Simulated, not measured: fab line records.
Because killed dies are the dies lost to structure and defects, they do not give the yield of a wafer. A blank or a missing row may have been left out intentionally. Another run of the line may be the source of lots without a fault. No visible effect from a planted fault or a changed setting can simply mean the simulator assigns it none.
Chamber matching :: flow n5-finfet :: rie-diel-01 running N5_BEOL_M8_STRIP_36: 4 sister chambers
The step strips in N2/H2. 8 wafers are shown with their chamber, then 7 later ones without.

## WAFERS, EACH WITH ITS CHAMBER
wafer: L077.5
chamber: 0
showerhead-plenum-p-Torr (Torr): 2.49
throttle-valve-pct (%): 23.72

wafer: L083.1
chamber: 1
showerhead-plenum-p-Torr (Torr): 2.49
throttle-valve-pct (%): 23.50

wafer: L085.1
chamber: 2
showerhead-plenum-p-Torr (Torr): 2.69
throttle-valve-pct (%): 23.83

wafer: L089.1
chamber: 0
showerhead-plenum-p-Torr (Torr): 2.48
throttle-valve-pct (%): 23.73

wafer: L089.3
chamber: 2
showerhead-plenum-p-Torr (Torr): 2.69
throttle-valve-pct (%): 23.82

wafer: L089.4
chamber: 3
showerhead-plenum-p-Torr (Torr): 2.68
throttle-valve-pct (%): 23.58

wafer: L092.2
chamber: 3
showerhead-plenum-p-Torr (Torr): 2.68
throttle-valve-pct (%): 23.57

wafer: L092.5
chamber: 1
showerhead-plenum-p-Torr (Torr): 2.48
throttle-valve-pct (%): 23.53

## WAFERS WITH NO CHAMBER GIVEN
wafer: L092.6
showerhead-plenum-p-Torr (Torr): 2.69
throttle-valve-pct (%): 23.81

wafer: L091.3
showerhead-plenum-p-Torr (Torr): 2.69
throttle-valve-pct (%): 23.82

wafer: L091.5
showerhead-plenum-p-Torr (Torr): 2.48
throttle-valve-pct (%): 23.52

wafer: L091.6
showerhead-plenum-p-Torr (Torr): 2.48
throttle-valve-pct (%): 23.71

wafer: L096.1
showerhead-plenum-p-Torr (Torr): 2.47
throttle-valve-pct (%): 23.76

wafer: L096.3
showerhead-plenum-p-Torr (Torr): 2.67
throttle-valve-pct (%): 23.64

wafer: L096.5
showerhead-plenum-p-Torr (Torr): 2.47
throttle-valve-pct (%): 23.76

## WHICH CHAMBER EACH WENT THROUGH
wafer: L092.6
from the rows above: 2
in truth: 2

wafer: L091.3
from the rows above: 2
in truth: 2

wafer: L091.5
from the rows above: 1
in truth: 1

wafer: L091.6
from the rows above: 0
in truth: 0

wafer: L096.1
from the rows above: 0
in truth: 0

wafer: L096.3
from the rows above: 3
in truth: 3

wafer: L096.5
from the rows above: 0
in truth: 0
Placed correctly: 7 of 7. Not placeable from these rows: 0. Wrongly placed: 0.
How it was worked out, from the rows above alone: a wafer's distance from a chamber is the root of the sum, over the readings, of the square of ((its reading less the chamber's mean) divided by the reading's scatter). The wafer belongs to the nearest chamber; if the next one is less than 2 further off, it can't be placed. For every chamber, the mean is computed from those of its wafers that are shown. The scatter is the square root of a quotient: the sum, over the shown wafers, of each reading's squared deviation from its chamber's mean, divided by wafers minus chambers.
